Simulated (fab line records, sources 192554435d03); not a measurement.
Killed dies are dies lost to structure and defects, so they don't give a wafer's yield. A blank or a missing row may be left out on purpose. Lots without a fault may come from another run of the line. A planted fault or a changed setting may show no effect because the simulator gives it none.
A struck lot beside a sound one | flow n5_finfet | 15 steps out of a route of 1938
Sound: wafers L347.2, L347.4, L347.6. Struck: wafers L358.1, L358.3, L358.6. The cause comes at the end.
At each step with rows: each side's tool, then ch and its chambers, then its first start. Under that, the readings that differ: sound wafers | struck wafers | difference of the means | sigmas: that difference in standard deviations of wafers without a fault.
alike: readings whose means differ by less than 2 such deviations, and words and numbers that are the same on both sides. not compared: withheld readings, readings that some wafer has no value for, bounds like >300 that may hide the same value, and numbers for which the record gives no deviation and whose values overlap.
The two part at a step that has a row with sigmas, a row that says differs or no value, or rows on one side only. Numbers that don't overlap but have no deviation are shown without sigmas and don't part them. A reading that every wafer of one side lacks parts them only if that side has two wafers or more.

first, 1 step without rows for these wafers: N5_MOL_CONTACT_COAG_ANNEAL_112 (time 1800 s).
N5_MOL_CONTACT_COAG_INSPECT_97: inspects for defects (darkfield).
  sound on defect_inspect-02, day 5 08:16; struck on defect_inspect-01, day 8 12:46
  alike: raw_defect_count
then, 1 step without rows for these wafers: N5_BEOL_M0_SAQP_PECVD_00 (deposits SiCN from 3MS/NH3, target thk 8 nm, time 14 s).
N5_BEOL_M0_SAQP_ILD_DEP_01: deposits SiOC from DEMS/O2, target thk 45.419 nm, time 8.7 s.
  sound on pecvd-03 ch 0,1, day 5 08:37; struck on pecvd-02 ch 0,1,2, day 8 13:08
  alike: heater_power_w, showerhead_plenum_p_Torr, throttle_valve_pct
N5_BEOL_M0_SAQP_HM_DEP_02: deposits TiN, target thk 12 nm.
  sound on pvd_sputter-01, day 5 09:37; struck on pvd_sputter-02, day 8 13:18
  reading                | sound          | struck         | difference | sigmas
  throttle_valve_pct (%) | 30.9 30.9 31.0 | 28.9 28.6 28.3 | -2.3       | -2
  alike: substrate_temp_c
N5_BEOL_M0_SAQP_PECVD_03: deposits SiCN from 3MS/NH3, target thk 12 nm, time 21.1 s.
  sound on pecvd-02 ch 0,1, day 5 09:44; struck on pecvd-03 ch 0,1, day 8 13:25
  alike: showerhead_plenum_p_Torr, throttle_valve_pct
then, 2 steps without rows for these wafers: N5_BEOL_M0_SAQP_PECVD_96 (deposits a-Si from SiH4/He, target thk 45 nm, time 45.2 s); N5_BEOL_M0_SAQP_PECVD_97 (deposits SiNx from SiH4/NH3/N2, target thk 23 nm, time 19.9 s).
N5_BEOL_M0_SAQP_PECVD_04: deposits a-Si from SiH4/He, target thk 60 nm, time 60.2 s.
  sound on pecvd-02 ch 0,1, day 5 09:51; struck on pecvd-03 ch 0,1, day 8 13:36
  alike: heater_power_w, showerhead_plenum_p_Torr, throttle_valve_pct
N5_BEOL_M0_SAQP_THK_MEAS_05:
  sound on film_metro-01, day 5 09:57; struck on film_metro-01, day 8 13:43
  alike: thk_nm
N5_BEOL_M0_SAQP_HM_DEP_111: deposits SiO2 from SiH4/N2O, target thk 12 nm, time 7.2 s.
  sound on pecvd-03 ch 0,1,2, day 5 09:59; struck on pecvd-04 ch 0,1, day 8 13:46
  alike: heater_power_w, showerhead_plenum_p_Torr
N5_BEOL_M0_SAQP_COAT_81: time 60 s, resist thk 100 nm.
  sound on litho_track-01 ch 0, day 5 10:04; struck on litho_track-02 ch 0, day 8 13:50
  reading                     | sound                | struck               | difference | sigmas
  dispense_pressure_kPa (kPa) | 47.9 47.9 47.9       | 41.4 41.5 41.5       | -6.4       | -2
  heater_power_total_W (W)    | 502.2 503.0 500.9    | 841.3 840.7 842.9    | +339.6     | +99 or more
  plate_temp_C (C)            | 250.00 249.93 250.03 | 268.00 267.92 267.76 | +17.91     | +99 or more
then, 1 step without rows for these wafers: N5_BEOL_M0_SAQP_COAT_82 (time 60 s, resist thk 30 nm).
-- the record jumps here: 2 days lie between the struck wafers' starts before and after (it left off in module BEOL_M0_SAQP and takes up again in module BEOL_M4, whose first step shown is number 1111 of the route) --
N5_BEOL_M4_RC_MEAS_101:
  sound on prober-01 ch 0, day 7 14:14; struck on prober-02 ch 0, day 10 17:12
  alike: DIBL_N, DIBL_P, IOFF_N, IOFF_P, ION_N, ION_P, SS_N, SS_P, VT_N, VT_P
then, 1 step without rows for these wafers: N5_PASSIVATION_PROBE_49.

WHERE THEY PART
First at N5_BEOL_M0_SAQP_HM_DEP_02; last, within this record, at N5_BEOL_M0_SAQP_COAT_81. Later steps at which nothing parts them and some readings are alike: N5_BEOL_M4_RC_MEAS_101.

WHY: what the simulator had put in
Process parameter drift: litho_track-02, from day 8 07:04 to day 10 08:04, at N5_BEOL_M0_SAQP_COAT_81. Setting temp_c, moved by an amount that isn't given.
